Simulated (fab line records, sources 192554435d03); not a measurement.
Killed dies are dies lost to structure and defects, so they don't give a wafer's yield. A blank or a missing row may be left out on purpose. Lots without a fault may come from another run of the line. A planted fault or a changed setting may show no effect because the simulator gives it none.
fab line records | flow n5_finfet
record lots=5 wafers=15 last_day=17
route steps=1938 shown BEOL_M14@1752 BEOL_M15@1773
lots that met no fault: from a run of the same line without faults
start_h: hours from the record's first day to the start of the lot's first wafer shown | wait_h: hours since the lot's step before | " the same as in the row above | L1.1+2: a row that stands for several wafers | - no value, or no start given | * or withheld: withheld | < > ~ a bound
route shown NAME@n: a module of which the file shows steps, and the number in the route of the first | usual: mean/standard deviation of fault-free wafers | same: alike in all rows | chamber/n: place in a boat | sites: the reading at each site | _std_site: their standard deviation | _edge_site: outer sites' mean less inner sites' | radius_mm: how far each site lies from the wafer's centre | mask NAME#n: copy n | behind: the tool/chamber that last shaped the wafer | hold: why the lot was held/for how many hours/how that ended | device: the transistor (n, p or np) that didn't switch | end of line: the same wafers' tests at the end of the route | a step without rows: its recipe alone | killed: dies lost to structure and defects at the first sort, not the wafer's yield | map: a wafer's dies, x killed, . not, _ none there
set.NAME: the setting as run; set.NAME@STEP: as run at that earlier step | model.NAME: the simulator's own value behind a step, which no gauge read
lots at some steps of the route; a table a step, a row a wafer
services: from which hour (start_h, from the record's first day; less than 0 if before it) a tool's chamber was out of use, for how many hours, and why
## steps
# step N5_BEOL_M14_STRIP_69
# recipe chemistry=N2/H2 temp_c=40 n2_flow_sccm=200 h2_flow_sccm=200 rf_frequency_hz=6e+07
# columns lot.wafer tool chamber start_h wait_h
L076.1+4+6 rie_diel-03 2,0,1 267.31 0.1
L085.3+4+5 rie_diel-02 3,0,2 317.52 0.1
L089.1+4+6 rie_diel-02 1,2,0 338.91 0.1
L090.1+2+6 rie_diel-03 2,1,1 358.18 0.1
L094.2+3+4 rie_diel-06 1,2,0 382.23 0.1
# step N5_BEOL_M14_TRENCH_ETCH_34
# recipe chemistry=C4F8/O2/Ar target=SiO2 target_depth_a=5566.5 mask_material=SOC he_inner_torr=15 he_outer_torr=30 time_s=126.9 ion_energy_ev=800 pressure_mtorr=20 source_w=1905 bias_w=2040 Ar_flow_sccm=400 C4F8_flow_sccm=16 O2_flow_sccm=12
# usual drypump_motor_current_A=5.5/0.46 he_outer_torr=29.99/0.061 oes_ar_750_au=0.77/0.052 oes_product_au=0.76/0.054 rf_fwd_power_W=1898/6.4 rf_vpp_V=2214/41 showerhead_plenum_p_Torr=3.42/0.088 throttle_valve_pct=30.9/0.33
# columns lot.wafer tool chamber start_h wait_h drypump_motor_current_A he_outer_torr oes_ar_750_au oes_product_au rf_fwd_power_W rf_hours_counter_h rf_vpp_V showerhead_plenum_p_Torr throttle_valve_pct
L076.1 rie_diel-03 2 267.32 0.0 5.6 29.98 0.81 0.82 1894 61 2204 3.49 30.6
L076.4 " 0 " " 5.5 29.97 0.80 0.80 1912 102 2259 3.58 30.2
L076.6 " 1 " " 6.1 30.12 0.85 0.83 1900 - 2286 3.50 30.7
L085.3 rie_diel-02 3 317.53 0.0 5.4 29.93 0.72 0.73 1895 193 2202 3.54 30.8
L085.4 " 0 " " 5.4 30.06 0.68 0.68 1890 203 2205 3.41 31.1
L085.5 " 2 " " 5.1 30.05 0.84 0.84 1901 - 2142 3.34 31.3
L089.1 rie_diel-02 1 338.92 0.0 5.1 30.02 0.78 0.76 1900 97 2211 3.37 31.2
L089.4 " 2 " " 5.1 29.92 0.83 0.82 1900 - 2140 3.34 31.3
L089.6 " 0 " " 5.4 29.97 0.69 0.68 1892 - 2203 3.41 31.1
L090.1 rie_diel-03 2 358.19 0.0 5.6 29.93 0.79 0.79 1897 93 2201 3.47 30.6
L090.2 " 1 " " 6.2 29.93 0.81 0.80 1904 103 2285 3.48 30.7
L090.6 " 1 " " 6.1 29.97 0.82 0.79 1892 - 2286 3.48 30.7
L094.2 rie_diel-06 1 382.24 0.0 4.9 29.97 0.69 0.68 1893 233 2277 3.26 31.0
L094.3 " 2 " " 5.4 29.99 0.76 0.75 1902 160 2218 3.31 31.0
L094.4 " 0 " " 6.2 30.00 0.79 0.79 1904 104 2189 3.35 31.3
# step N5_BEOL_M14_STRIP_70
# recipe chemistry=C4F8/O2/Ar resist=SiARC rf_frequency_hz=6e+07
# columns lot.wafer tool chamber start_h wait_h
L076.1+4+6 rie_diel-03 2,0,1 267.44 0.1
L085.3+4+5 rie_diel-02 3,0,2 317.64 0.1
L089.1+4+6 rie_diel-02 1,2,0 339.03 0.1
L090.1+2+6 rie_diel-03 2,1,1 358.30 0.1
L094.2+3+4 rie_diel-06 1,2,0 382.35 0.1
# step N5_BEOL_M14_OCD_MEAS_35
# usual trench_depth_nm=546/15
# columns lot.wafer tool chamber start_h wait_h trench_depth_nm
L076.1 ocd-02 - 267.48 0.0 556
L076.4 " - " " 553
L076.6 " - " " 530
L085.3 ocd-02 - 317.68 0.0 540
L085.4 " - " " 536
L085.5 " - " " 565
L089.1 ocd-02 - 339.07 0.0 525
L089.4 " - " " 560
L089.6 " - " " 539
L090.1 ocd-01 - 358.34 0.0 557
L090.2 " - " " 528
L090.6 " - " " 530
L094.2 ocd-02 - 382.39 0.0 547
L094.3 " - " " 534
L094.4 " - " " 556
# step N5_BEOL_M14_STRIP_37
# recipe chemistry=O2 power_w=600 temp_c=60 pressure_mtorr=30 rf_frequency_hz=6e+07 bias_power_w=0 overash_fraction=0.3 o2_flow_sccm=225
# usual drypump_motor_current_A=5.6/0.54 oes_product_au=0.77/0.049 rf_vpp_V=3.7/0.99 showerhead_plenum_p_Torr=2.08/0.065 throttle_valve_pct=16.68/0.24
# columns lot.wafer tool chamber start_h wait_h drypump_motor_current_A oes_product_au rf_hours_counter_h rf_vpp_V showerhead_plenum_p_Torr throttle_valve_pct
L076.1 rie_diel-03 2 269.08 1.6 5.6 0.80 61 4.5 2.13 16.33
L076.4 " 1 " " 6.1 0.87 71 2.2 2.13 16.45
L076.6 " 0 " " 5.5 0.81 - 3.5 2.21 16.30
L085.3 rie_diel-03 2 318.02 0.3 5.6 0.80 79 3.0 2.12 16.36
L085.4 " 1 " " 6.1 0.82 89 4.5 2.12 16.48
L085.5 " 2 " " 5.6 0.81 - 2.5 2.12 16.33
L089.1 rie_diel-06 1 340.06 1.0 4.8 0.70 220 3.9 2.01 17.03
L089.4 " 2 " " 5.4 0.76 150 3.1 2.00 16.68
L089.6 " 2 " " 5.4 0.75 - 3.8 2.00 16.67
L090.1 rie_diel-03 3 359.62 1.3 6.0 0.72 192 6.2 2.07 16.54
L090.2 " 1 " " 6.1 0.80 104 5.6 2.12 16.50
L090.6 " 0 " " 5.4 0.77 - 3.8 2.20 16.33
L094.2 rie_diel-06 2 383.05 0.7 5.4 0.75 161 5.0 2.00 16.71
L094.3 " 0 " " 6.2 0.78 105 3.6 2.02 16.77
L094.4 " 3 " " 6.6 0.74 155 3.1 2.10 16.92
# step N5_BEOL_M14_ETCH_38
# recipe chemistry=CF4/N2 target=SiCN target_depth_a=1065 taper_deg=2 time_s=120.6 ion_energy_ev=150 mask_material=SiO2 pressure_mtorr=40 source_w=430 bias_w=70 Ar_flow_sccm=100 cf4_flow_sccm=60 n2_flow_sccm=60
# usual drypump_motor_current_A=5.6/0.54 oes_product_au=0.76/0.048 rf_fwd_power_W=428.7/1.3 rf_vpp_V=381.8/1.7 showerhead_plenum_p_Torr=2.19/0.063 throttle_valve_pct=15.45/0.23
# columns lot.wafer tool chamber start_h wait_h drypump_motor_current_A oes_product_au rf_fwd_power_W rf_hours_counter_h rf_vpp_V showerhead_plenum_p_Torr throttle_valve_pct
L076.1 rie_diel-03 2 - - 5.6 0.82 425.8 61 383.1 2.24 15.11
L076.4 " 1 " " 6.1 0.83 429.8 71 383.0 2.24 15.25
L076.6 " 0 " " 5.5 0.80 428.3 - 385.0 2.31 14.97
L085.3 rie_diel-03 2 - - 5.6 0.80 429.1 79 383.3 2.23 15.15
L085.4 " 1 " " 6.1 0.81 427.2 90 382.5 2.24 15.29
L085.5 " 2 " " 5.6 0.80 429.9 - 382.4 2.23 15.12
L089.1 rie_diel-06 1 - - 4.8 0.69 429.1 220 381.7 2.09 15.68
L089.4 " 2 " " 5.4 0.74 429.3 150 379.0 2.13 15.56
L089.6 " 2 " " 5.4 0.74 429.3 - 380.5 2.13 15.55
L090.1 rie_diel-03 3 - - 6.0 0.70 428.4 192 382.6 2.18 15.30
L090.2 " 1 " " 6.1 0.81 428.0 104 383.2 2.23 15.31
L090.6 " 0 " " 5.5 0.78 430.4 - 384.2 2.29 15.04
L094.2 rie_diel-06 2 - - 5.4 0.75 427.9 161 381.1 2.13 15.56
L094.3 " 0 " " 6.2 0.78 429.9 105 380.3 2.14 15.63
L094.4 " 3 " " 6.6 0.75 427.4 156 381.9 2.21 15.67
# step N5_BEOL_M14_PRECLEAN_39
# recipe chemistry=residue_remover time_s=60 temp_c=40
# columns lot.wafer tool chamber start_h wait_h
L076.1+4+6 wet_bench-04 5,1,0 269.28 -
L085.3+4+5 wet_bench-05 1,5,2 318.22 -
L089.1+4+6 wet_bench-04 4,5,0 340.25 -
L090.1+2+6 wet_bench-04 0,5,7 359.81 -
L094.2+3+4 wet_bench-05 6,3,7 383.25 -
# step N5_BEOL_M14_SRD_40
# recipe time_s=30 temp_c=23 rinse_liquid=diw dry=n2_spin spin_rpm=1500 dry_time_s=30
# usual spin_rpm=1500.0/0.77
# columns lot.wafer tool chamber start_h wait_h spin_rpm
L076.1 wet_bench-04 5 269.30 0.0 1500.1
L076.4 " 1 " " 1501.3
L076.6 " 0 " " 1499.5
L085.3 wet_bench-05 1 318.24 0.0 1499.8
L085.4 " 5 " " 1500.7
L085.5 " 2 " " 1500.1
L089.1 wet_bench-04 4 340.27 0.0 1499.6
L089.4 " 5 " " 1500.1
L089.6 " 0 " " 1499.5
L090.1 wet_bench-04 0 359.83 0.0 1499.5
L090.2 " 5 " " 1499.9
L090.6 " 7 " " 1501.0
L094.2 wet_bench-05 6 383.27 0.0 1500.2
L094.3 " 3 " " 1501.4
L094.4 " 7 " " 1498.6
# step N5_BEOL_M14_DEGAS_41
# recipe ambient=vacuum temp_c=300 time_s=60
# usual heater_power_w=479/56
# columns lot.wafer tool chamber start_h wait_h heater_power_w
L076.1 pvd_sputter-03 - 270.04 0.7 504
L076.4 " - " " 411
L076.6 " - " " 439
L085.3 pvd_sputter-02 - 318.51 0.3 590
L085.4 " - " " 392
L085.5 " - " " 439
L089.1 pvd_sputter-01 - 340.62 0.3 514
L089.4 " - " " 439
L089.6 " - " " 502
L090.1 pvd_sputter-02 - 360.14 0.3 441
L090.2 " - " " 517
L090.6 " - " " 529
L094.2 pvd_sputter-02 - 383.61 0.3 525
L094.3 " - " " 385
L094.4 " - " " 440
# step N5_BEOL_M14_PRE_CLEAN_42
# recipe gas=H2/He time_s=30 temp_c=300
# usual heater_power_w=479/57
# columns lot.wafer tool chamber start_h wait_h heater_power_w
L076.1 pvd_sputter-03 - 270.08 0.0 505
L076.4 " - " " 405
L076.6 " - " " 442
L085.3 pvd_sputter-02 - 318.55 0.0 594
L085.4 " - " " 382
L085.5 " - " " 437
L089.1 pvd_sputter-01 - 340.66 0.0 527
L089.4 " - " " 432
L089.6 " - " " 499
L090.1 pvd_sputter-02 - 360.18 0.0 436
L090.2 " - " " 502
L090.6 " - " " 512
L094.2 pvd_sputter-02 - 383.65 0.0 508
L094.3 " - " " 385
L094.4 " - " " 443
# step N5_BEOL_M14_SPUTTER_43
# recipe material=TaN target_thk_a=150 temp_c=50 bias_v=168.6 power_w=15000 chamber_pressure_pa=0.12 time_s=24.19
# usual throttle_valve_pct=29.6/1.2
# columns lot.wafer tool chamber start_h wait_h throttle_valve_pct
L076.1 pvd_sputter-03 - 270.12 0.0 30.4
L076.4 " - " " 27.8
L076.6 " - " " 30.4
L085.3 pvd_sputter-02 - 318.59 0.0 28.2
L085.4 " - " " 28.8
L085.5 " - " " 31.0
L089.1 pvd_sputter-01 - 340.70 0.0 31.0
L089.4 " - " " 29.5
L089.6 " - " " 28.2
L090.1 pvd_sputter-02 - 360.22 0.0 30.8
L090.2 " - " " 31.2
L090.6 " - " " 31.3
L094.2 pvd_sputter-02 - 383.69 0.0 31.4
L094.3 " - " " 29.0
L094.4 " - " " 30.8
# step N5_BEOL_M14_SPUTTER_44
# recipe material=Ta target_thk_a=150 temp_c=50 bias_v=80 power_w=15000 chamber_pressure_pa=0.07 time_s=24.19
# usual throttle_valve_pct=29.7/1.3
# columns lot.wafer tool chamber start_h wait_h throttle_valve_pct
L076.1 pvd_sputter-03 - 270.20 0.0 30.6
L076.4 " - " " 28.2
L076.6 " - " " 31.2
L085.3 pvd_sputter-02 - 318.67 0.0 27.9
L085.4 " - " " 29.0
L085.5 " - " " 31.3
L089.1 pvd_sputter-01 - 340.78 0.0 30.9
L089.4 " - " " 29.7
L089.6 " - " " 28.5
L090.1 pvd_sputter-02 - 360.30 0.0 30.6
L090.2 " - " " 31.5
L090.6 " - " " 31.4
L094.2 pvd_sputter-02 - 383.77 0.0 31.4
L094.3 " - " " 28.9
L094.4 " - " " 31.1
# step N5_BEOL_M14_SPUTTER_45
# recipe material=Cu target_thk_a=1000 temp_c=-20 bias_v=60 power_w=26000 chamber_pressure_pa=0.13 time_s=16.67
# usual chuck_sensor_temp_C=-16.0/0.48 throttle_valve_pct=29.7/1.3
# columns lot.wafer tool chamber start_h wait_h chuck_sensor_temp_C throttle_valve_pct
L076.1 pvd_sputter-03 - 270.28 0.0 -16.0 30.5
L076.4 " - " " -16.5 28.0
L076.6 " - " " -15.8 30.9
L085.3 pvd_sputter-02 - 318.75 0.0 -15.4 28.0
L085.4 " - " " -15.7 29.2
L085.5 " - " " -16.5 31.1
L089.1 pvd_sputter-01 - 340.86 0.0 -16.1 31.1
L089.4 " - " " -17.1 29.7
L089.6 " - " " -15.9 28.4
L090.1 pvd_sputter-02 - 360.38 0.0 -16.5 31.0
L090.2 " - " " -15.2 31.2
L090.6 " - " " -15.3 31.5
L094.2 pvd_sputter-02 - 383.85 0.0 -15.2 31.4
L094.3 " - " " -16.0 28.9
L094.4 " - " " -16.6 31.1
# step N5_BEOL_M14_ECD_47
# recipe material=Cu target_thk_a=12480
# columns lot.wafer tool chamber start_h wait_h
L076.1+4+6 ecd_cu-02 0,1,1 270.39 0.1
L085.3+4+5 ecd_cu-01 1,0,1 318.93 0.1
L089.1+4+6 ecd_cu-01 1,1,0 340.98 0.1
L090.1+2+6 ecd_cu-02 0,1,0 360.50 0.1
L094.2+3+4 ecd_cu-02 1,1,0 383.96 0.1
# step N5_BEOL_M14_ANNEAL_48
# recipe temp_c=225 time_s=90 ambient=N2
# usual wafer_temp_C_max=225.83/0.24
# columns lot.wafer tool chamber start_h wait_h wafer_temp_C_max
L076.1 rtp_anneal-02 0 270.70 0.3 225.88
L076.4 " 0 " " 226.10
L076.6 " 0 " " 225.95
L085.3 rtp_anneal-01 0 319.15 0.2 225.62
L085.4 " 0 " " 226.15
L085.5 " 0 " " 225.82
L089.1 rtp_anneal-02 0 341.36 0.3 225.57
L089.4 " 0 " " 225.92
L089.6 " 0 " " 225.96
L090.1 rtp_anneal-02 0 360.79 0.2 225.56
L090.2 " 0 " " 225.75
L090.6 " 0 " " 225.36
L094.2 rtp_anneal-02 0 384.64 0.6 225.90
L094.3 " 0 " " 225.71
L094.4 " 0 " " 225.55
# step N5_BEOL_M14_CMP_49
# recipe stop_on=SiO2 t_overpolish_s=5.2 down_force_psi=2 platen_rpm=80 clearing_platen_down_force_psi=2 clearing_platen_rpm=80 post_cmp_clean=cu_alkaline target_thk_nm=560 clearing_platen_pad_velocity_m_s=1.5917 pad_velocity_m_s=1.5917
# usual barrier_field_endpoint_s=11.43/0.3 clearing_platen_rpm=79.99/0.04 motor_current_A=8.0/1.2 overpolish_run_s=5.200/0.0095 time_to_endpoint_s=122/4.4
# columns lot.wafer tool chamber start_h wait_h barrier_field_endpoint_s clearing_platen_rpm motor_current_A overpolish_run_s time_to_endpoint_s
L076.1 cmp-02 2 271.07 0.3 11.50 79.98 8.5 5.219 123
L076.4 " 3 " " 11.05 80.03 7.3 5.192 116
L076.6 " 0 " " 11.43 80.04 6.2 5.202 123
L085.4 cmp-03 2 319.40 0.2 11.82 79.96 6.0 5.208 126
L085.3 " 3 " " 11.26 79.96 8.6 5.204 121
L085.5 " 2 " " 11.54 80.00 6.0 5.195 126
L089.1 cmp-01 2 341.66 0.3 10.85 80.01 10.9 5.195 118
L089.4 " 3 " " 11.16 79.97 8.6 5.194 122
L089.6 " 2 " " 10.86 79.97 10.5 5.193 118
L090.2 cmp-03 1 361.16 0.3 11.95 79.93 8.2 5.192 129
L090.1 " 2 " " 11.88 80.00 5.9 5.216 127
L090.6 " 0 " " 11.94 80.02 7.3 5.202 126
L094.3 cmp-02 1 384.89 0.2 11.18 80.01 8.1 5.199 121
L094.2 " 3 " " 11.27 80.02 7.6 5.211 117
L094.4 " 0 " " 11.58 79.93 6.5 5.190 124
# step N5_BEOL_M14_THK_MEAS_50
# recipe thk_meas_gauge=xrf reads=Cu_of_BEOL_M14_ECD_47
# usual M14_THK=563/16
# columns lot.wafer tool chamber start_h wait_h M14_THK[nm]
L076.1 film_metro-01 - 271.29 - 571
L076.4 " - " " 564
L076.6 " - " " 544
L085.3 film_metro-01 - 319.66 - 556
L085.4 " - " " 553
L085.5 " - " " 583
L089.1 film_metro-01 - 341.96 - 542
L089.4 " - " " 582
L089.6 " - " " 558
L090.1 film_metro-02 - 361.38 - 584
L090.2 " - " " 548
L090.6 " - " " 551
L094.2 film_metro-02 - 385.19 - 573
L094.3 " - " " 560
L094.4 " - " " 582
# step N5_BEOL_M14_PRE_CLEAN_52
# recipe gas=NH3 time_s=15 temp_c=withheld rf_power_w=300
# usual rf_fwd_power_W=293.6/1.6
# columns lot.wafer tool chamber start_h wait_h rf_fwd_power_W
L076.1 pecvd-03 1 271.33 0.0 294.4
L076.4 " 2 " " 293.4
L076.6 " 1 " " 294.7
L085.3 pecvd-03 0 319.70 0.0 294.4
L085.4 " 2 " " 293.2
L085.5 " 2 " " 292.3
L089.1 pecvd-04 0 341.99 0.0 293.7
L089.4 " 2 " " 296.3
L089.6 " 0 " " 293.5
L090.1 pecvd-03 1 361.42 0.0 294.8
L090.2 " 2 " " 290.6
L090.6 " 1 " " 296.2
L094.2 pecvd-04 2 385.22 0.0 297.9
L094.3 " 0 " " 293.2
L094.4 " 1 " " 295.2
# step N5_BEOL_M14_DEP_53
# recipe material=SiCN target_thk_a=500 temp_c=withheld precursor=3MS/NH3 pressure_torr=3 rf_w=675 time_s=17.8
# usual rf_fwd_power_W=664/3.5 showerhead_plenum_p_Torr=4.171/0.028 throttle_valve_pct=17.5/0.78
# columns lot.wafer tool chamber start_h wait_h rf_fwd_power_W showerhead_plenum_p_Torr throttle_valve_pct
L076.1 pecvd-03 1 271.36 0.0 662 4.166 18.4
L076.4 " 2 " " 660 4.203 17.0
L076.6 " 1 " " 665 4.161 18.6
L085.3 pecvd-03 0 319.75 0.0 667 4.188 16.8
L085.4 " 2 " " 655 4.197 17.3
L085.5 " 2 " " 656 4.192 17.0
L089.1 pecvd-04 0 342.02 0.0 661 4.135 18.2
L089.4 " 2 " " 666 4.148 18.3
L089.6 " 0 " " 662 4.150 18.3
L090.1 pecvd-03 1 361.45 0.0 668 4.176 18.4
L090.2 " 2 " " 662 4.201 17.1
L090.6 " 1 " " 669 4.167 18.4
L094.2 pecvd-04 2 385.25 0.0 670 4.151 17.9
L094.3 " 0 " " 666 4.136 18.0
L094.4 " 1 " " 667 4.157 18.4
# step N5_BEOL_M14_RS_MEAS_54
# recipe thk_meas_gauge=four-point-probe reads=Cu_of_BEOL_M14_ECD_47+Ta_of_BEOL_M14_SPUTTER_44+TaN_of_BEOL_M14_SPUTTER_43
# usual M14_RS=0.0339/0.00093
# columns lot.wafer tool chamber start_h wait_h M14_RS[ohm/sq]
L076.1 film_metro-02 - 271.42 0.0 0.0331
L076.4 " - " " 0.0335
L076.6 " - " " 0.0349
L085.3 film_metro-01 - 319.81 0.1 0.0343
L085.4 " - " " 0.0345
L085.5 " - " " 0.0326
L089.1 film_metro-02 - 342.09 0.0 0.0353
L089.4 " - " " 0.0330
L089.6 " - " " 0.0343
L090.1 film_metro-02 - 361.54 0.1 0.0332
L090.2 " - " " 0.0352
L090.6 " - " " 0.0349
L094.2 film_metro-01 - 385.32 0.1 0.0339
L094.3 " - " " 0.0345
L094.4 " - " " 0.0333
# step N5_BEOL_M14_INSPECT_55
# recipe inspect_instrument=darkfield mode=post_dep
# usual raw_defect_count=62/20
# columns lot.wafer tool chamber start_h wait_h raw_defect_count
L076.1 defect_inspect-01 - 271.45 0.0 45
L076.4 " - " " 58
L076.6 " - " " 52
L085.3 defect_inspect-02 - 319.84 0.0 83
L085.4 " - " " 50
L085.5 " - " " 41
L089.1 defect_inspect-02 - 342.11 0.0 90
L089.4 " - " " 53
L089.6 " - " " 50
L090.1 defect_inspect-01 - 361.56 0.0 60
L090.2 " - " " 63
L090.6 " - " " 57
L094.2 defect_inspect-01 - 385.34 0.0 40
L094.3 " - " " 71
L094.4 " - " " 75
# step N5_BEOL_M15_ILD_DEP_00
# recipe material=SiO2 target_thk_a=16293 temp_c=400 precursor=TEOS/O2 pressure_torr=6.5 rf_w=900 teos_flow_sccm=161.4 gas=O2 flow_sccm=2650 time_s=346.1
# usual heater_power_w=566/110 rf_fwd_power_W=898/3.1 showerhead_plenum_p_Torr=8.34/0.033 throttle_valve_pct=18.3/0.7
# columns lot.wafer tool chamber start_h wait_h heater_power_w rf_fwd_power_W showerhead_plenum_p_Torr throttle_valve_pct
L076.1 pecvd-01 0 271.48 0.0 680 894 8.39 17.9
L076.4 " 1 " " 560 899 8.35 18.9
L076.6 " 2 " " 564 901 8.29 16.9
L085.3 pecvd-04 2 319.88 0.0 325 899 8.33 18.1
L085.4 " 0 " " 567 894 8.32 18.6
L085.5 " 1 " " 431 897 8.36 19.0
L089.1 pecvd-01 2 342.15 0.0 687 898 8.29 17.2
L089.4 " 0 " " 697 898 8.41 18.0
L089.6 " 2 " " 574 898 8.27 17.3
L090.1 pecvd-04 1 361.60 0.0 474 899 8.35 18.9
L090.2 " 0 " " 587 903 8.33 18.7
L090.6 " 2 " " 418 900 8.33 18.4
L094.2 pecvd-02 1 385.38 0.0 653 897 8.33 19.0
L094.3 " 2 " " 577 902 8.35 17.3
L094.4 " 1 " " 710 900 8.37 18.9
# step N5_BEOL_M15_THK_MEAS_01
# recipe reads=SiO2_of_BEOL_M15_ILD_DEP_00
# usual M15_ILD_THK=1639/21
# columns lot.wafer tool chamber start_h wait_h M15_ILD_THK[nm]
L076.1 film_metro-01 - 271.73 0.1 1618
L076.4 " - " " 1643
L076.6 " - " " 1628
L085.3 film_metro-02 - 320.13 0.1 1607
L085.4 " - " " 1658
L085.5 " - " " 1644
L089.1 film_metro-02 - 342.40 0.1 1621
L089.4 " - " " 1684
L089.6 " - " " 1676
L090.1 film_metro-02 - 361.85 0.1 1632
L090.2 " - " " 1636
L090.6 " - " " 1633
L094.2 film_metro-02 - 385.63 0.1 1613
L094.3 " - " " 1596
L094.4 " - " " 1637
# step N5_BEOL_M15_COAT_58
# recipe resist=BARC temp_c=205 time_s=60 spin_rpm=1500 resist_thk_nm=89
# columns lot.wafer tool chamber start_h wait_h
L076.1+4+6 litho_track-03 0 271.77 0.0
L085.3+4+5 litho_track-05 0 320.16 0.0
L089.1+4+6 litho_track-03 0 342.43 0.0
L090.1+2+6 litho_track-01 0 361.88 0.0
L094.2+3+4 litho_track-03 0 385.66 0.0
# step N5_BEOL_M15_COAT_04
# recipe spin_rpm=1704 resist_thk_nm=800
# columns lot.wafer tool chamber start_h wait_h
L076.1+4+6 litho_track-03 0 - -
L085.3+4+5 litho_track-05 0 - -
L089.1+4+6 litho_track-03 0 - -
L090.1+2+6 litho_track-01 0 - -
L094.2+3+4 litho_track-03 0 - -
# step N5_BEOL_M15_EBR_06
# recipe solvent=PGMEA ebr_width_mm=1.5
# columns lot.wafer tool chamber start_h wait_h
L076.1+4+6 litho_track-03 0 - -
L085.3+4+5 litho_track-05 0 - -
L089.1+4+6 litho_track-03 0 - -
L090.1+2+6 litho_track-01 0 - -
L094.2+3+4 litho_track-03 0 - -
# step N5_BEOL_M15_SOFTBAKE_05
# recipe temp_c=130 time_s=60
# columns lot.wafer tool chamber start_h wait_h
L076.1+4+6 litho_track-03 0 - -
L085.3+4+5 litho_track-05 0 - -
L089.1+4+6 litho_track-03 0 - -
L090.1+2+6 litho_track-01 0 - -
L094.2+3+4 litho_track-03 0 - -
# step N5_BEOL_M15_EXPOSE_07
# recipe mask_id=V14 na=0.8 source_shape=annular sigma_inner=0.5 sigma_outer=0.8 polarization=unpolarized attpsm_phase_deg=180 dose_mj=41.25
# columns lot.wafer tool chamber start_h wait_h mask
L076.1+4+6 krf_scanner-01 0 271.99 - V14#0
L085.3+4+5 krf_scanner-02 0 320.39 - V14#0
L089.1+4+6 krf_scanner-02 0 342.66 - V14#0
L090.1+2+6 krf_scanner-02 0 361.98 - V14#0
L094.2+3+4 krf_scanner-01 0 385.77 - V14#0
# step N5_BEOL_M15_PEB_08
# recipe peb_temp_c=130 peb_time_s=90
# columns lot.wafer tool chamber start_h wait_h
L076.1+4+6 litho_track-03 0 272.05 0.1
L085.3+4+5 litho_track-03 0 320.44 0.0
L089.1+4+6 litho_track-03 0 342.71 0.1
L090.1+2+6 litho_track-03 0 362.04 0.1
L094.2+3+4 litho_track-03 0 385.82 0.0
# step N5_BEOL_M15_DEVELOP_09
# recipe develop_time_s=45 rinse_liquid=diw dry=air_spin dev_temp_c=21
# columns lot.wafer tool chamber start_h wait_h
L076.1+4+6 litho_track-03 0 - -
L085.3+4+5 litho_track-03 0 - -
L089.1+4+6 litho_track-03 0 - -
L090.1+2+6 litho_track-03 0 - -
L094.2+3+4 litho_track-03 0 - -
# step N5_BEOL_M15_HARDBAKE_14
# recipe temp_c=130 time_s=120
# columns lot.wafer tool chamber start_h wait_h
L076.1+4+6 litho_track-03 0 - -
L085.3+4+5 litho_track-03 0 - -
L089.1+4+6 litho_track-03 0 - -
L090.1+2+6 litho_track-03 0 - -
L094.2+3+4 litho_track-03 0 - -
# step N5_BEOL_M15_CD_MEAS_10
# recipe target_cd_nm=360 landing_energy_ev=500 detector=se_inlens polarity=opening
# usual cd_nm=359.5/1.6
# columns lot.wafer tool chamber start_h wait_h cd_nm
L076.1 cd_sem-03 0 272.16 - 360.1
L076.4 " 0 " " 358.9
L076.6 " 0 " " 358.5
L085.3 cd_sem-03 0 320.56 - 358.7
L085.4 " 0 " " 358.4
L085.5 " 0 " " 359.1
L089.1 cd_sem-03 0 342.83 - 359.3
L089.4 " 0 " " 358.8
L089.6 " 0 " " 358.5
L090.1 cd_sem-02 0 362.15 - 360.9
L090.2 " 0 " " 362.2
L090.6 " 0 " " 361.9
L094.2 cd_sem-01 0 385.94 - 357.5
L094.3 " 0 " " 357.6
L094.4 " 0 " " 358.0
# step N5_BEOL_M15_OVL_MEAS_11
# recipe points_per_wafer=44
# usual V14_OVL=2/6.2
# columns lot.wafer tool chamber start_h wait_h V14_OVL[nm]
L076.1 overlay-01 0 272.19 0.0 2
L076.4 " 0 " " 0
L076.6 " 0 " " -5
L085.3 overlay-02 0 320.59 0.0 1
L085.4 " 0 " " -5
L085.5 " 0 " " 0
L089.1 overlay-02 0 342.86 0.0 3
L089.4 " 0 " " -4
L089.6 " 0 " " -1
L090.1 overlay-01 0 362.18 0.0 6
L090.2 " 0 " " -6
L090.6 " 0 " " -11
L094.2 overlay-01 0 385.97 0.0 3
L094.3 " 0 " " -3
L094.4 " 0 " " 8
# step N5_BEOL_M15_INSPECT_12
# recipe mode=adi inspect_instrument=macro
# usual raw_defect_count=1.8/1.3
# columns lot.wafer tool chamber start_h wait_h raw_defect_count
L076.1 defect_inspect-01 - 272.22 0.0 2
L076.4 " - " " 2
L076.6 " - " " 4
L085.3 defect_inspect-02 - 320.61 0.0 2
L085.4 " - " " 2
L085.5 " - " " 1
L089.1 defect_inspect-01 - 342.88 0.0 2
L089.4 " - " " 1
L089.6 " - " " 4
L090.1 defect_inspect-01 - 362.21 0.0 1
L090.2 " - " " 3
L090.6 " - " " 1
L094.2 defect_inspect-02 - 385.99 0.0 1
L094.3 " - " " 3
L094.4 " - " " 2
## services
# columns tool chamber start_h hours kind
pecvd-01 - 255.43 0.8 repair
cmp-02 - 263.21 4.0 pm
pecvd-03 0 272.97 3.5 repair
krf_scanner-01 - 288.60 1.0 pm
pvd_sputter-02 - 288.76 8.9 repair
krf_scanner-02 - 295.12 1.3 pm
cmp-03 - 297.84 1.4 repair
krf_scanner-01 - 303.85 1.3 pm
pecvd-04 - 307.35 2.8 pm
rie_diel-03 3 307.60 7.1 repair
krf_scanner-02 - 313.16 0.8 pm
pecvd-03 1 319.66 12.4 repair
krf_scanner-01 - 320.95 0.4 repair
pvd_sputter-01 - 326.48 1.0 repair
cmp-03 - 329.41 1.3 repair
pecvd-01 - 330.04 1.3 repair
ecd_cu-02 - 333.30 1.1 repair
rie_diel-02 3 335.50 4.8 repair
pecvd-03 0 339.32 30.1 repair
wet_bench-04 - 357.91 1.1 repair
rie_diel-06 2 362.62 4.0 repair
pvd_sputter-01 - 367.91 3.0 repair
krf_scanner-02 - 368.51 11.6 pm
rie_diel-03 0 379.04 8.9 repair
## key
fault none
